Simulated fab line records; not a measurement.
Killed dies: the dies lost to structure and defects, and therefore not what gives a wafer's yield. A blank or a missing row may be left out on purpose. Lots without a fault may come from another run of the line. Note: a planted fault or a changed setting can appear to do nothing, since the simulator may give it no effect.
Struck lot and sound lot, side by side || flow n5Finfet || 36 steps out of a route of 1938
Sound: the wafers L960.3, L960.4, L960.5. The struck wafers were L953.1, L953.4, L953.6. The cause comes at the end.
At each step with rows: each side's tool, then ch and its chambers, then its first start. Under that, the readings that differ: sound wafers || struck wafers || difference of the means || sigmas: that difference in standard deviations of wafers without a fault.
alike: words and numbers the same on both sides, and readings whose means are apart by under 2 such deviations; not compared: readings that were withheld, readings missing a value for some wafer, numbers with overlapping values and no deviation given by the record, and bounds like >300 which may hide the same value.
The two part at a step that has a row with sigmas, a row that says differs or no value, or rows on one side only. When numbers do not overlap yet have no deviation, they are printed without sigmas and do not part them. A reading missing from all wafers of one side parts the sides only when that side holds two or more wafers.

first, 9 steps without rows for these wafers: N5_BEOL_M8_ILD_DEP_00 (deposits SiCOH lowk from DEMS/porogen, target thk 179.75 nm, time 33.4 s); N5_BEOL_M8_CURE_74 (cures SiCOH lowk, time 240 s); N5_BEOL_M8_PECVD_70 (deposits SiO2 from TEOS/O2, target thk 20 nm, time 22.7 s); N5_BEOL_M8_HM_DEP_02 (deposits TiN, target thk 20 nm); N5_BEOL_M8_COAT_59 (time 60 s, resist thk 100 nm); N5_BEOL_M8_COAT_60 (time 60 s, resist thk 35 nm); N5_BEOL_M8_COAT_05 (resist thk 90 nm); N5_BEOL_M8_EBR_07; N5_BEOL_M8_SOFTBAKE_06 (time 60 s).
N5_BEOL_M8_EXPOSE_08: exposes mask M8.
  sound on arfiScanner-02 ch 0, day 14 05:26; struck on arfiScanner-01 ch 0, day 12 13:53
{"reading": "exposureDoseMJCm2", "sound": "68.88 68.83 68.82", "struck": "72.95 72.87 72.96", "difference": "+4.08", "sigmas": "+16"}
  alike: mask, focusOffsetNm, stageVelMmS
then, 2 steps without rows for these wafers: N5_BEOL_M8_PEB_09 (peb time 60 s); N5_BEOL_M8_DEVELOP_10 (develop time 30 s).
N5_BEOL_M8_CD_MEAS_11: target cd 38.5 nm.
  sound on cdSem-01 ch 0, day 14 05:33; struck on cdSem-01 ch 0, day 12 14:01
{"reading": "cdNm (nm)", "sound": "38.1 38.7 38.7", "struck": "41.5 42.0 42.6", "difference": "+3.5", "sigmas": "+8"}
then, 1 step without rows for these wafers: N5_BEOL_M8_DESCUM_16 (chemistry O2, time 7.9 s).
N5_BEOL_M8_ETCH_61: etches SiARC in CF4, target depth 45.5 nm, time 75.8 s.
  sound on rieDiel-05 ch 2,3, day 14 05:40; struck on rieDiel-05 ch 0,2, day 12 14:08
{"reading": "model.BEOL_M8.cdOffsetNm (nm)", "sound": "-0.4 0.6 -0.2", "struck": "3.4 3.4 3.6", "difference": "+3.5", "sigmas": ""}
  alike: drypumpMotorCurrentA, etchRfOnTimeS, oesProductAu, rfVppV, showerheadPlenumPTorr, throttleValvePct
  not compared: rfHoursCounterH
then, 3 steps without rows for these wafers: N5_BEOL_M8_ETCH_62 (etches SOC in N2/H2, target depth 110 nm, overetch 22 nm, time 165 s); N5_BEOL_M8_STRIP_68 (strips in N2/H2); N5_BEOL_M8_STRIP_67 (strips in CF4).
N5_BEOL_M8_HM_OPEN_17: chemistry Cl2/BCl3, target TiN, target depth 20 nm, overetch 6 nm.
  sound on rieMetal-02 ch 0,1, day 14 05:56; struck on rieMetal-01 ch 0,1, day 12 14:23
{"reading": "model.BEOL_M8.cdOffsetNm (nm)", "sound": "-0.8 0.6 -0.6", "struck": "3.6 3.4 3.6", "difference": "+3.8", "sigmas": ""}
  alike: drypumpMotorCurrentA, heBacksideLeakSccm, oesProductAu, throttleValvePct
  not compared: rfHoursCounterH
then, 1 step without rows for these wafers: N5_BEOL_M8_STRIP_19 (strips in O2).
N5_BEOL_M8_CD_MEAS_18: pitch 80 nm, target cd 40 nm.
  sound on cdSem-02 at day 14 06:06; struck on cdSem-01 at day 12 14:34
{"reading": "cdNm (nm)", "sound": "39.1 40.3 39.5", "struck": "43.5 43.4 43.1", "difference": "+3.7", "sigmas": "+7"}
then, 13 steps without rows for these wafers: N5_BEOL_M8_COAT_63 (time 60 s, resist thk 60 nm); N5_BEOL_M8_COAT_64 (time 60 s, resist thk 12 nm); N5_BEOL_M8_COAT_71 (time 60 s, resist thk 5 nm); N5_BEOL_M8_COAT_22 (resist thk 30 nm); N5_BEOL_M8_EBR_24; N5_BEOL_M8_SOFTBAKE_23 (time 60 s); N5_BEOL_M8_EXPOSE_25 (exposes mask V7, target cd 40 nm); N5_BEOL_M8_PEB_26 (peb time 60 s); N5_BEOL_M8_DEVELOP_27 (develop time 30 s); N5_BEOL_M8_DESCUM_33 (chemistry O2, time 7 s); N5_BEOL_M8_ETCH_72 (etches underlayer in N2/H2, target depth 6.5 nm, time 5.2 s); N5_BEOL_M8_ETCH_65 (etches SiARC in CF4, target depth 15.6 nm, time 26 s); N5_BEOL_M8_ETCH_66 (etches SOC in N2/H2, target depth 80 nm, overetch 16 nm, time 120 s).
-- here the record skips 2 days between the struck wafers' starts before and after, leaving off in module BEOL_M8 and picking up in module BEOL_M15 (first step shown: number 1830 of the route) --
N5_BEOL_M15_RC_MEAS_101:
  sound on prober-02 ch 0, day 16 12:25; struck on prober-01 ch 0, day 14 17:01
{"reading": "SERP_M8 (ohm/um)", "sound": "14.0 13.3 14.1", "struck": "12.1 11.6 11.8", "difference": -2.0, "sigmas": -4}
{"reading": "SERP_M8_max_site (ohm/um)", "sound": "14.5 13.6 14.6", "struck": "12.7 12.3 12.1", "difference": -1.9, "sigmas": -3}
  alike: COMB_M10, COMB_M11, COMB_M12, COMB_M13, COMB_M14, COMB_M15, COMB_M15_max_site, COMB_M5, COMB_M6, COMB_M7, COMB_M8, COMB_M9, COMB_M9_max_site, SERP_M10, SERP_M11, SERP_M12, SERP_M13, SERP_M14, SERP_M5, SERP_M6, SERP_M6_max_site, SERP_M7, SERP_M9
N5_PASSIVATION_PROBE_49:
  the record has rows for the struck wafers here (prober-01, day 15 07:37) and none for the sound ones

== WHERE THEY PART ==
Last at N5_PASSIVATION_PROBE_49 as far as this record goes, first at N5_BEOL_M8_EXPOSE_08.

WHY: whatever the simulator had introduced
Process parameters drifting: arfiScanner-01 at N5_BEOL_M8_EXPOSE_08, beginning at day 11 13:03. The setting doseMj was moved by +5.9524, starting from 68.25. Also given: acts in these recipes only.
